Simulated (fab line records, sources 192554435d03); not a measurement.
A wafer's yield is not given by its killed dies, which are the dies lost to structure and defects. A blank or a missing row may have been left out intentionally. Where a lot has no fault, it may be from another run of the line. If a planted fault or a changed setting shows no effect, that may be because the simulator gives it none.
Which tool was responsible? || flow n5Finfet || 72 wafers from 24 lots sampled at 5 of the route's 1938 steps

## WHAT THE GAUGES SHOWED, per wafer
N5_MOL_CONTACT_COAG_CD_MEAS_84: the cd target is 25.1 nm.
{"lot": "L074", "measured": "day 5 03:31", "on": "cdSem-02", "cdNm (nm)": "25.6 25.3 25.5"}
{"lot": "L075", "measured": "day 5 14:45", "on": "cdSem-02", "cdNm (nm)": "25.0 25.1 24.8"}
{"lot": "L076", "measured": "day 5 14:58", "on": "cdSem-01", "cdNm (nm)": "25.3 25.2 25.0"}
{"lot": "L077", "measured": "day 5 18:25", "on": "cdSem-02", "cdNm (nm)": "25.4 24.8 24.9"}
{"lot": "L078", "measured": "day 6 03:57", "on": "cdSem-02", "cdNm (nm)": "25.5 25.1 24.9"}
{"lot": "L079", "measured": "day 6 06:59", "on": "cdSem-03", "cdNm (nm)": "25.0 25.2 25.1"}
{"lot": "L080", "measured": "day 6 13:28", "on": "cdSem-03", "cdNm (nm)": "24.9 25.1 25.1"}
{"lot": "L081", "measured": "day 6 19:52", "on": "cdSem-03", "cdNm (nm)": "24.7 25.4 24.7"}
{"lot": "L082", "measured": "day 7 03:50", "on": "cdSem-02", "cdNm (nm)": "25.2 25.2 25.0"}
{"lot": "L083", "measured": "day 7 08:20", "on": "cdSem-02", "cdNm (nm)": "24.4 24.6 25.2"}
{"lot": "L084", "measured": "day 7 18:37", "on": "cdSem-01", "cdNm (nm)": "25.7 25.5 25.2"}
{"lot": "L085", "measured": "day 7 18:47", "on": "cdSem-02", "cdNm (nm)": "25.3 25.4 25.7"}
{"lot": "L086", "measured": "day 8 04:10", "on": "cdSem-02", "cdNm (nm)": "25.2 25.4 25.1"}
{"lot": "L087", "measured": "day 8 10:44", "on": "cdSem-02", "cdNm (nm)": "25.0 25.2 25.0"}
{"lot": "L088", "measured": "day 8 13:35", "on": "cdSem-02", "cdNm (nm)": "25.3 25.5 25.4"}
{"lot": "L089", "measured": "day 8 23:10", "on": "cdSem-01", "cdNm (nm)": "25.7 25.6 25.8"}
{"lot": "L090", "measured": "day 9 02:53", "on": "cdSem-01", "cdNm (nm)": "24.9 24.8 25.1"}
{"lot": "L091", "measured": "day 9 10:30", "on": "cdSem-01", "cdNm (nm)": "25.2 25.6 25.0"}
{"lot": "L092", "measured": "day 9 11:54", "on": "cdSem-01", "cdNm (nm)": "25.5 25.7 25.5"}
{"lot": "L093", "measured": "day 10 05:09", "on": "cdSem-01", "cdNm (nm)": "25.0 25.1 25.4"}
{"lot": "L094", "measured": "day 10 05:35", "on": "cdSem-03", "cdNm (nm)": "25.3 25.1 24.8"}
{"lot": "L095", "measured": "day 10 06:56", "on": "cdSem-03", "cdNm (nm)": "25.1 25.2 25.0"}
{"lot": "L096", "measured": "day 10 20:08", "on": "cdSem-01", "cdNm (nm)": "24.9 24.7 25.4"}
{"lot": "L097", "measured": "day 10 23:37", "on": "cdSem-02", "cdNm (nm)": "25.0 24.7 24.8"}

N5_MOL_CONTACT_COAG_OVL_MEAS_85.
{"lot": "L074", "measured": "day 5 03:33", "on": "overlay-02", "VG_OVL (nm)": "0.4 0.1 1.3"}
{"lot": "L075", "measured": "day 5 14:47", "on": "overlay-01", "VG_OVL (nm)": "0.9 1.2 1.1"}
{"lot": "L076", "measured": "day 5 14:59", "on": "overlay-01", "VG_OVL (nm)": "-0.2 0.4 -0.2"}
{"lot": "L077", "measured": "day 5 18:27", "on": "overlay-02", "VG_OVL (nm)": "-0.3 -1.4 -0.4"}
{"lot": "L078", "measured": "day 6 03:59", "on": "overlay-02", "VG_OVL (nm)": "-1.0 -1.1 -1.6"}
{"lot": "L079", "measured": "day 6 07:01", "on": "overlay-01", "VG_OVL (nm)": "0.5 -0.3 -0.3"}
{"lot": "L080", "measured": "day 6 13:30", "on": "overlay-01", "VG_OVL (nm)": "-1.2 -0.7 -1.2"}
{"lot": "L081", "measured": "day 6 19:53", "on": "overlay-01", "VG_OVL (nm)": "-0.3 -0.3 -0.5"}
{"lot": "L082", "measured": "day 7 03:52", "on": "overlay-01", "VG_OVL (nm)": "0.2 -0.3 -1.1"}
{"lot": "L083", "measured": "day 7 08:23", "on": "overlay-02", "VG_OVL (nm)": "-0.6 -0.2 -0.6"}
{"lot": "L084", "measured": "day 7 18:38", "on": "overlay-01", "VG_OVL (nm)": "0.7 0.0 0.8"}
{"lot": "L085", "measured": "day 7 18:49", "on": "overlay-01", "VG_OVL (nm)": "1.1 0.0 1.1"}
{"lot": "L086", "measured": "day 8 04:12", "on": "overlay-01", "VG_OVL (nm)": "-1.7 -2.1 -1.3"}
{"lot": "L087", "measured": "day 8 10:46", "on": "overlay-01", "VG_OVL (nm)": "0.5 -0.7 -0.6"}
{"lot": "L088", "measured": "day 8 13:37", "on": "overlay-01", "VG_OVL (nm)": "-1.0 -0.8 0.6"}
{"lot": "L089", "measured": "day 8 23:12", "on": "overlay-02", "VG_OVL (nm)": "-0.5 0.6 1.0"}
{"lot": "L090", "measured": "day 9 02:56", "on": "overlay-02", "VG_OVL (nm)": "-0.2 -0.3 0.0"}
{"lot": "L091", "measured": "day 9 10:32", "on": "overlay-02", "VG_OVL (nm)": "1.5 0.9 0.2"}
{"lot": "L092", "measured": "day 9 11:56", "on": "overlay-01", "VG_OVL (nm)": "-0.7 0.1 -0.8"}
{"lot": "L093", "measured": "day 10 05:11", "on": "overlay-02", "VG_OVL (nm)": "-0.9 -1.7 -1.0"}
{"lot": "L094", "measured": "day 10 05:38", "on": "overlay-01", "VG_OVL (nm)": "-0.9 0.6 -0.6"}
{"lot": "L095", "measured": "day 10 06:58", "on": "overlay-02", "VG_OVL (nm)": "-0.1 -0.2 0.7"}
{"lot": "L096", "measured": "day 10 20:11", "on": "overlay-01", "VG_OVL (nm)": "0.4 -1.3 -0.4"}
{"lot": "L097", "measured": "day 10 23:38", "on": "overlay-02", "VG_OVL (nm)": "-0.2 0.2 0.9"}

N5_MOL_CONTACT_COAG_OVL_MEAS_41.
{"lot": "L074", "measured": "day 5 05:34", "on": "overlay-02", "VD_OVL (nm)": "-0.7 -0.5 -0.8"}
{"lot": "L075", "measured": "day 5 16:38", "on": "overlay-02", "VD_OVL (nm)": "-0.8 -0.2 -1.2"}
{"lot": "L076", "measured": "day 5 16:54", "on": "overlay-02", "VD_OVL (nm)": "-0.6 -1.0 -0.9"}
{"lot": "L077", "measured": "day 5 19:59", "on": "overlay-01", "VD_OVL (nm)": "-0.2 0.7 0.0"}
{"lot": "L078", "measured": "day 6 05:28", "on": "overlay-02", "VD_OVL (nm)": "0.5 0.9 0.9"}
{"lot": "L079", "measured": "day 6 08:17", "on": "overlay-01", "VD_OVL (nm)": "0.2 -0.8 -1.1"}
{"lot": "L080", "measured": "day 6 14:45", "on": "overlay-02", "VD_OVL (nm)": "-0.1 1.1 0.2"}
{"lot": "L081", "measured": "day 6 21:30", "on": "overlay-02", "VD_OVL (nm)": "-1.0 -0.3 -0.7"}
{"lot": "L082", "measured": "day 7 05:14", "on": "overlay-01", "VD_OVL (nm)": "0.2 -0.9 -0.6"}
{"lot": "L083", "measured": "day 7 09:45", "on": "overlay-02", "VD_OVL (nm)": "0.6 0.3 0.1"}
{"lot": "L084", "measured": "day 7 20:01", "on": "overlay-01", "VD_OVL (nm)": "-1.4 -0.6 -0.8"}
{"lot": "L085", "measured": "day 7 20:11", "on": "overlay-02", "VD_OVL (nm)": "-0.5 -0.7 0.5"}
{"lot": "L086", "measured": "day 8 05:35", "on": "overlay-02", "VD_OVL (nm)": "-1.1 -0.8 -1.1"}
{"lot": "L087", "measured": "day 8 13:10", "on": "overlay-02", "VD_OVL (nm)": "0.6 0.2 0.5"}
{"lot": "L088", "measured": "day 8 15:58", "on": "overlay-01", "VD_OVL (nm)": "0.2 -0.6 -0.6"}
{"lot": "L089", "measured": "day 9 00:37", "on": "overlay-01", "VD_OVL (nm)": "0.3 0.1 -0.2"}
{"lot": "L090", "measured": "day 9 04:45", "on": "overlay-01", "VD_OVL (nm)": "-0.2 0.8 0.1"}
{"lot": "L091", "measured": "day 9 11:57", "on": "overlay-02", "VD_OVL (nm)": "0.7 -0.1 -0.5"}
{"lot": "L092", "measured": "day 9 13:42", "on": "overlay-01", "VD_OVL (nm)": "0.2 -0.6 0.8"}
{"lot": "L093", "measured": "day 10 06:35", "on": "overlay-02", "VD_OVL (nm)": "-1.2 -1.6 -0.8"}
{"lot": "L094", "measured": "day 10 06:55", "on": "overlay-01", "VD_OVL (nm)": "0.7 -0.7 0.1"}
{"lot": "L095", "measured": "day 10 08:25", "on": "overlay-01", "VD_OVL (nm)": "-0.3 -0.3 -0.8"}
{"lot": "L096", "measured": "day 10 21:41", "on": "overlay-01", "VD_OVL (nm)": "-0.1 0.9 0.2"}
{"lot": "L097", "measured": "day 11 01:12", "on": "overlay-02", "VD_OVL (nm)": "0.5 -0.3 -0.1"}

N5_MOL_CONTACT_COAG_THK_MEAS_53.
{"lot": "L074", "measured": "day 5 07:16", "on": "filmMetro-02", "VIA_MOL_THK (nm)": "43.2 44.0 45.0"}
{"lot": "L075", "measured": "day 5 18:22", "on": "filmMetro-01", "VIA_MOL_THK (nm)": "43.7 45.1 44.7"}
{"lot": "L076", "measured": "day 5 18:34", "on": "filmMetro-02", "VIA_MOL_THK (nm)": "44.1 43.2 44.7"}
{"lot": "L077", "measured": "day 5 21:38", "on": "filmMetro-02", "VIA_MOL_THK (nm)": "43.9 44.3 44.8"}
{"lot": "L078", "measured": "day 6 07:19", "on": "filmMetro-01", "VIA_MOL_THK (nm)": "44.3 45.4 44.1"}
{"lot": "L079", "measured": "day 6 10:17", "on": "filmMetro-02", "VIA_MOL_THK (nm)": "44.2 45.5 44.9"}
{"lot": "L080", "measured": "day 6 16:25", "on": "filmMetro-02", "VIA_MOL_THK (nm)": "43.5 44.5 45.4"}
{"lot": "L081", "measured": "day 6 23:10", "on": "filmMetro-01", "VIA_MOL_THK (nm)": "45.0 44.0 45.4"}
{"lot": "L082", "measured": "day 7 07:05", "on": "filmMetro-02", "VIA_MOL_THK (nm)": "43.5 43.6 44.3"}
{"lot": "L083", "measured": "day 7 12:03", "on": "filmMetro-01", "VIA_MOL_THK (nm)": "45.4 44.5 44.9"}
{"lot": "L084", "measured": "day 7 22:02", "on": "filmMetro-02", "VIA_MOL_THK (nm)": "44.0 44.9 44.4"}
{"lot": "L085", "measured": "day 7 22:40", "on": "filmMetro-01", "VIA_MOL_THK (nm)": "42.2 43.7 43.7"}
{"lot": "L086", "measured": "day 8 08:02", "on": "filmMetro-02", "VIA_MOL_THK (nm)": "44.1 44.4 46.5"}
{"lot": "L087", "measured": "day 8 15:36", "on": "filmMetro-02", "VIA_MOL_THK (nm)": "42.7 43.4 43.9"}
{"lot": "L088", "measured": "day 8 18:09", "on": "filmMetro-01", "VIA_MOL_THK (nm)": "43.6 43.2 43.7"}
{"lot": "L089", "measured": "day 9 02:24", "on": "filmMetro-01", "VIA_MOL_THK (nm)": "43.4 44.6 44.2"}
{"lot": "L090", "measured": "day 9 06:34", "on": "filmMetro-02", "VIA_MOL_THK (nm)": "44.5 44.1 44.9"}
{"lot": "L091", "measured": "day 9 13:59", "on": "filmMetro-02", "VIA_MOL_THK (nm)": "43.1 45.1 43.6"}
{"lot": "L092", "measured": "day 9 15:49", "on": "filmMetro-01", "VIA_MOL_THK (nm)": "44.0 44.4 45.2"}
{"lot": "L093", "measured": "day 10 08:14", "on": "filmMetro-01", "VIA_MOL_THK (nm)": "44.1 43.4 44.4"}
{"lot": "L094", "measured": "day 10 08:34", "on": "filmMetro-02", "VIA_MOL_THK (nm)": "44.4 43.3 44.6"}
{"lot": "L095", "measured": "day 10 10:11", "on": "filmMetro-02", "VIA_MOL_THK (nm)": "43.0 42.1 45.0"}
{"lot": "L096", "measured": "day 10 23:43", "on": "filmMetro-02", "VIA_MOL_THK (nm)": "45.3 46.2 43.8"}
{"lot": "L097", "measured": "day 11 02:52", "on": "filmMetro-01", "VIA_MOL_THK (nm)": "44.2 44.1 45.0"}

N5_BEOL_M0_SAQP_INSPECT_16: inspects for defects (brightfield).
{"lot": "L074", "measured": "day 5 11:57", "on": "defectInspect-02", "rawDefectCount": "429 362 641"}
{"lot": "L075", "measured": "day 6 01:22", "on": "defectInspect-02", "rawDefectCount": "568 540 304"}
{"lot": "L076", "measured": "day 6 02:41", "on": "defectInspect-02", "rawDefectCount": "467 406 402"}
{"lot": "L077", "measured": "day 6 06:08", "on": "defectInspect-02", "rawDefectCount": "453 493 492"}
{"lot": "L078", "measured": "day 6 12:56", "on": "defectInspect-02", "rawDefectCount": "541 313 380"}
{"lot": "L079", "measured": "day 6 14:56", "on": "defectInspect-02", "rawDefectCount": "684 530 590"}
{"lot": "L080", "measured": "day 6 21:10", "on": "defectInspect-01", "rawDefectCount": "455 543 651"}
{"lot": "L081", "measured": "day 7 05:40", "on": "defectInspect-02", "rawDefectCount": "679 703 548"}
{"lot": "L082", "measured": "day 7 11:45", "on": "defectInspect-02", "rawDefectCount": "417 376 408"}
{"lot": "L083", "measured": "day 7 17:05", "on": "defectInspect-01", "rawDefectCount": "605 416 694"}
{"lot": "L084", "measured": "day 8 04:41", "on": "defectInspect-01", "rawDefectCount": "613 527 440"}
{"lot": "L085", "measured": "day 8 06:40", "on": "defectInspect-01", "rawDefectCount": "291 400 443"}
{"lot": "L086", "measured": "day 8 12:50", "on": "defectInspect-01", "rawDefectCount": "330 578 531"}
{"lot": "L087", "measured": "day 8 23:40", "on": "defectInspect-01", "rawDefectCount": "483 475 521"}
{"lot": "L088", "measured": "day 9 00:05", "on": "defectInspect-01", "rawDefectCount": "389 348 331"}
{"lot": "L089", "measured": "day 9 07:32", "on": "defectInspect-02", "rawDefectCount": "310 327 413"}
{"lot": "L090", "measured": "day 9 11:34", "on": "defectInspect-01", "rawDefectCount": "256 445 312"}
{"lot": "L091", "measured": "day 9 23:12", "on": "defectInspect-02", "rawDefectCount": "705 622 636"}
{"lot": "L092", "measured": "day 9 23:46", "on": "defectInspect-01", "rawDefectCount": "751 445 494"}
{"lot": "L093", "measured": "day 10 13:32", "on": "defectInspect-02", "rawDefectCount": "625 634 525"}
{"lot": "L094", "measured": "day 10 17:26", "on": "defectInspect-01", "rawDefectCount": "678 590 483"}
{"lot": "L095", "measured": "day 10 17:36", "on": "defectInspect-01", "rawDefectCount": "650 519 890"}
{"lot": "L096", "measured": "day 11 05:58", "on": "defectInspect-01", "rawDefectCount": "378 441 449"}
{"lot": "L097", "measured": "day 11 07:12", "on": "defectInspect-01", "rawDefectCount": "502 496 506"}

## WHICH TOOL RAN EACH LOT (tool, then ch and the chambers of the sampled wafers, then the start)
The record shows no process step preceding these readings.

## AS READ BY THE TOOLS THEMSELVES (means over the sampled wafers that have a number; for cases with no such wafer, the mark the record gives instead)
The record holds no such reading with a usual standard deviation.

## THE ANSWER, worked out from the rows above alone
Rule: the lots themselves supply what counts as usual. The widest of any qualifying gaps counts: lots, ordered by their means at a reading, are off when they make up no more than a third of the lots, leave a main group of 4 or more, and stand apart from it by 3 or more times the standard deviation of that group's means. The tables above print the reading to a certain number of digits; a main group whose means all agree to those digits is not used. A lot without any number at a reading at which 4 lots or more have one is off too. Any other lot the step has rows for is counted as sound. First the gauges in route order, then the tools' own readings, where a lot's mean is used as printed above. The first step at which some lot is off is used, and at that step the reading that is off furthest; a lot without a number counts as furthest.
Across all readings shown, no lot is off: no conclusion can be drawn from this.

## WHAT THE SIMULATOR HAD PUT IN
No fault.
